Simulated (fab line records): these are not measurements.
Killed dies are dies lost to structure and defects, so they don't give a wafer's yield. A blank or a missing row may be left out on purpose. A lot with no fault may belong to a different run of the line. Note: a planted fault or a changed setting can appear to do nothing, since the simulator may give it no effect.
Check of tool commonality | flow nand-harc | 30 wafers sampled across 10 lots

== THE REASON FOR OPENING IT ==
Flagged at NHARC_A_CHANNEL_HOLE_D1_INSPECT_40: reading raw-defect-count, on 2 of 10 lots. Wafers without a fault read 79, standard deviation 24.
Rule: a lot is flagged when every wafer of it that has a number lies more than 4 standard deviations from that mean, or none has a number. As for the other lots, they are considered sound.

lot  | measured     | on                | raw-defect-count, wafer by wafer | flag
L502 | day 9 17:12  | defect-inspect-02 | 102 115 81                       |
L503 | day 9 20:58  | defect-inspect-01 | 40 45 52                         |
L504 | day 10 09:53 | defect-inspect-02 | 98 116 106                       |
L509 | day 11 18:44 | defect-inspect-02 | 94 87 106                        |
L508 | day 11 20:13 | defect-inspect-02 | 64 33 50                         |
L511 | day 12 18:28 | defect-inspect-01 | 88 91 80                         |
L510 | day 12 21:50 | defect-inspect-02 | 53 44 36                         |
L514 | day 14 16:12 | defect-inspect-02 | 885 839 915                      | FLAGGED
L515 | day 15 01:30 | defect-inspect-02 | 911 846 900                      | FLAGGED
L524 | day 18 11:05 | defect-inspect-02 | 36 33 41                         |
The mean of the flagged lots' numbers is 883, +804 from the usual (+33 standard deviations).

== LOT BY LOT: THE TOOL USED ==
4 process steps preceding the reading are held in the record, out of 1302 steps in the route. Cell contents, in order: the tool; ch with the chambers the sampled wafers went through; the start.
lot  | flag    | NHARC_A_CHANNEL_HOLE_D1_ETCH_38    | NHARC_A_CHANNEL_HOLE_D1_ETCH_24  | NHARC_A_CHANNEL_HOLE_D1_ETCH_26  | NHARC_A_CHANNEL_HOLE_D1_ETCH_44
L502 |         | rie-diel-03 ch 0,3, day 9 10:02    | har-etch-02 ch 0,1, day 9 13:35  | har-etch-02 ch 0,1, day 9 15:08  | rie-diel-03 ch 2,3, day 9 16:05
L503 |         | rie-diel-08 ch 0,3, day 9 14:12    | har-etch-01 ch 0,1, day 9 17:24  | har-etch-01 ch 0,1, day 9 19:03  | rie-diel-08 ch 1,2, day 9 20:00
L504 |         | rie-diel-06 ch 2,3, day 10 01:35   | har-etch-02 ch 0,1, day 10 06:15 | har-etch-02 ch 0,1, day 10 07:55 | rie-diel-06 ch 1,2,3, day 10 08:53
L509 |         | rie-diel-08 ch 0,1,2, day 11 11:59 | har-etch-02 ch 0,1, day 11 15:10 | har-etch-02 ch 0,1, day 11 16:49 | rie-diel-08 ch 1,3, day 11 17:45
L508 |         | rie-diel-08 ch 0,1, day 11 13:26   | har-etch-01 ch 1, day 11 16:39   | har-etch-01 ch 1, day 11 18:17   | rie-diel-03 ch 0,3, day 11 19:14
L511 |         | rie-diel-08 ch 1,3, day 12 11:37   | har-etch-02 ch 1, day 12 15:01   | har-etch-02 ch 1, day 12 16:34   | rie-diel-08 ch 1,3, day 12 17:29
L510 |         | rie-diel-06 ch 0,1,2, day 12 13:13 | har-etch-01 ch 0,1, day 12 18:16 | har-etch-01 ch 0,1, day 12 19:55 | rie-diel-08 ch 0,2,3, day 12 20:52
L514 | FLAGGED | rie-diel-08 ch 1,2, day 14 09:14   | har-etch-02 ch 0,1, day 14 12:46 | har-etch-02 ch 0,1, day 14 14:19 | rie-diel-03 ch 0,2, day 14 15:13
L515 | FLAGGED | rie-diel-08 ch 1,2, day 14 18:42   | har-etch-02 ch 0,1, day 14 21:57 | har-etch-02 ch 0,1, day 14 23:35 | rie-diel-03 ch 0,2,3, day 15 00:32
L524 |         | rie-diel-03 ch 1,2,3, day 18 02:14 | har-etch-02 ch 0,1, day 18 07:31 | har-etch-02 ch 0,1, day 18 09:10 | rie-diel-08 ch 0,1,3, day 18 10:08
What these steps do:
- NHARC_A_CHANNEL_HOLE_D1_ETCH_38: etches the open film in CF4, target depth 39 nm, time 65 s.
- NHARC_A_CHANNEL_HOLE_D1_ETCH_24: etches the open film in C4F8/O2/Ar, time 906.2 s, target depth 1500 nm.
- NHARC_A_CHANNEL_HOLE_D1_ETCH_26: etches the open film in C4F8/O2/Ar, time 224.1 s, target depth 300 nm.
- NHARC_A_CHANNEL_HOLE_D1_ETCH_44: etches the open film in CF4/O2, target depth 140 nm, overetch 14 nm, time 77 s.
- NHARC_A_CHANNEL_HOLE_D1_INSPECT_40

== FLAGGED AGAINST TOTAL, ONE TOOL AT A TIME (gauges that did the reading follow at the end) ==
step                               | tool              | lots run | flagged | share of the flagged lots | sound lots run after its first flagged lot
NHARC_A_CHANNEL_HOLE_D1_ETCH_38    | rie-diel-03       | 2        | 0       | none                      | -
NHARC_A_CHANNEL_HOLE_D1_ETCH_38    | rie-diel-06       | 2        | 0       | none                      | -
NHARC_A_CHANNEL_HOLE_D1_ETCH_38    | rie-diel-08       | 6        | 2       | all                       | 0
NHARC_A_CHANNEL_HOLE_D1_ETCH_24    | har-etch-01       | 3        | 0       | none                      | -
NHARC_A_CHANNEL_HOLE_D1_ETCH_24    | har-etch-02       | 7        | 2       | all                       | 1 (L524)
NHARC_A_CHANNEL_HOLE_D1_ETCH_26    | har-etch-01       | 3        | 0       | none                      | -
NHARC_A_CHANNEL_HOLE_D1_ETCH_26    | har-etch-02       | 7        | 2       | all                       | 1 (L524)
NHARC_A_CHANNEL_HOLE_D1_ETCH_44    | rie-diel-03       | 4        | 2       | all                       | 0
NHARC_A_CHANNEL_HOLE_D1_ETCH_44    | rie-diel-06       | 1        | 0       | none                      | -
NHARC_A_CHANNEL_HOLE_D1_ETCH_44    | rie-diel-08       | 5        | 0       | none                      | -
NHARC_A_CHANNEL_HOLE_D1_INSPECT_40 | defect-inspect-01 | 2        | 0       | none                      | -
NHARC_A_CHANNEL_HOLE_D1_INSPECT_40 | defect-inspect-02 | 8        | 2       | all                       | 1 (L524)

== WHAT THE TABLE ALLOWS ==
5 rows of the table ran every flagged lot: rie-diel-08 at NHARC_A_CHANNEL_HOLE_D1_ETCH_38, har-etch-02 at NHARC_A_CHANNEL_HOLE_D1_ETCH_24, har-etch-02 at NHARC_A_CHANNEL_HOLE_D1_ETCH_26, rie-diel-03 at NHARC_A_CHANNEL_HOLE_D1_ETCH_44, defect-inspect-02 at NHARC_A_CHANNEL_HOLE_D1_INSPECT_40.
- rie-diel-08 at NHARC_A_CHANNEL_HOLE_D1_ETCH_38 ran 6 lots, 2 of them flagged. A fault beginning between L511 (day 12 11:37), its last sound lot, and L514 (day 14 09:14), its first flagged one, fits the data.
- har-etch-02 at NHARC_A_CHANNEL_HOLE_D1_ETCH_24 ran 7 lots, 2 of them flagged. Sound lots ran on it after the first flagged one (L524), which a lasting fault on the whole tool wouldn't allow.
- har-etch-02 at NHARC_A_CHANNEL_HOLE_D1_ETCH_26 ran 7 lots, 2 of them flagged. Sound lots ran on it after the first flagged one (L524), which a lasting fault on the whole tool wouldn't allow.
- rie-diel-03 at NHARC_A_CHANNEL_HOLE_D1_ETCH_44 ran 4 lots, 2 of them flagged. A fault beginning between L508 (day 11 19:14), its last sound lot, and L514 (day 14 15:13), its first flagged one, fits the data.
- defect-inspect-02 at NHARC_A_CHANNEL_HOLE_D1_INSPECT_40 ran 8 lots, 2 of them flagged. Sound lots ran on it after the first flagged one (L524), which a lasting fault on the whole tool wouldn't allow.
These 2 tools cannot be told apart by counting lots, since each of them fits a fault that started at some hour. More lots, or a look at what each step does to the wafer, might.

== WHAT HAD BEEN PUT IN BY THE SIMULATOR ==
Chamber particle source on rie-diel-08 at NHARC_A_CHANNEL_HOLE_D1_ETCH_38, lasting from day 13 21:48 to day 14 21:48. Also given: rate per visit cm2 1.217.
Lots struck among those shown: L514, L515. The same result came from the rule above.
